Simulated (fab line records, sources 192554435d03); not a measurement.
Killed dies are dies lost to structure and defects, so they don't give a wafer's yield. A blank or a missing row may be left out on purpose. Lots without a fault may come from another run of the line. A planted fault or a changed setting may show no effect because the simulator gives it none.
Which tool did it? | flow n5_finfet | 7 lots, 21 wafers sampled, at 2 steps of a route of 1938

WHAT THE GAUGES READ, wafer by wafer
N5_BEOL_M12_OCD_MEAS_35.
lot  | measured     | on     | trench_depth_nm (nm)
L723 | day 11 19:39 | ocd-02 | 313 308 321
L729 | day 13 20:47 | ocd-01 | 282 285 322
L737 | day 16 03:37 | ocd-02 | 317 320 317
L735 | day 16 11:11 | ocd-02 | 323 316 323
L736 | day 16 12:44 | ocd-01 | 314 320 316
L740 | day 17 02:43 | ocd-01 | 321 319 321
L743 | day 17 08:58 | ocd-02 | 316 326 315

WHICH TOOL RAN EACH LOT (tool, then ch and the chambers of the sampled wafers, then the start)
lot  | N5_BEOL_M12_TRENCH_ETCH_34
L723 | rie_diel-06 ch 0,1,2, day 11 19:30
L729 | rie_diel-06 ch 0,2, day 13 20:37
L737 | rie_diel-06 ch 2,3, day 16 03:28
L735 | rie_diel-06 ch 0,1, day 16 11:02
L736 | rie_diel-06 ch 1,3, day 16 12:35
L740 | rie_diel-06 ch 0,3, day 17 02:34
L743 | rie_diel-01 ch 1,2, day 17 08:49
- N5_BEOL_M12_TRENCH_ETCH_34: etches SiOC in C4F8/O2/Ar, target depth 318.95 nm, time 125.5 s.

THE ANSWER, worked out from the rows above alone
Rule: what is usual is taken from the lots themselves. Put in order of their means at a reading, lots are off if they are a third of the lots or fewer, leave a main group of 4 or more, and stand apart from it by a gap of 3 or more times the standard deviation of the main group's means; of several such gaps the widest counts. A main group whose means are all the same, to the digits that the tables above print for the reading, isn't used. A lot without any number at a reading at which 4 lots or more have one is off too. The other lots that the step has rows for count as sound.
Off: L729, at N5_BEOL_M12_OCD_MEAS_35 (trench_depth_nm). The main group: mean 318 nm, standard deviation 2.3.
A tool fits if, at a process step before that reading, it ran every lot that is off, and no sound lot after the first of them. The gauges at N5_BEOL_M12_OCD_MEAS_35 are tried like those tools. None of those tried fits.

WHAT THE SIMULATOR HAD PUT IN
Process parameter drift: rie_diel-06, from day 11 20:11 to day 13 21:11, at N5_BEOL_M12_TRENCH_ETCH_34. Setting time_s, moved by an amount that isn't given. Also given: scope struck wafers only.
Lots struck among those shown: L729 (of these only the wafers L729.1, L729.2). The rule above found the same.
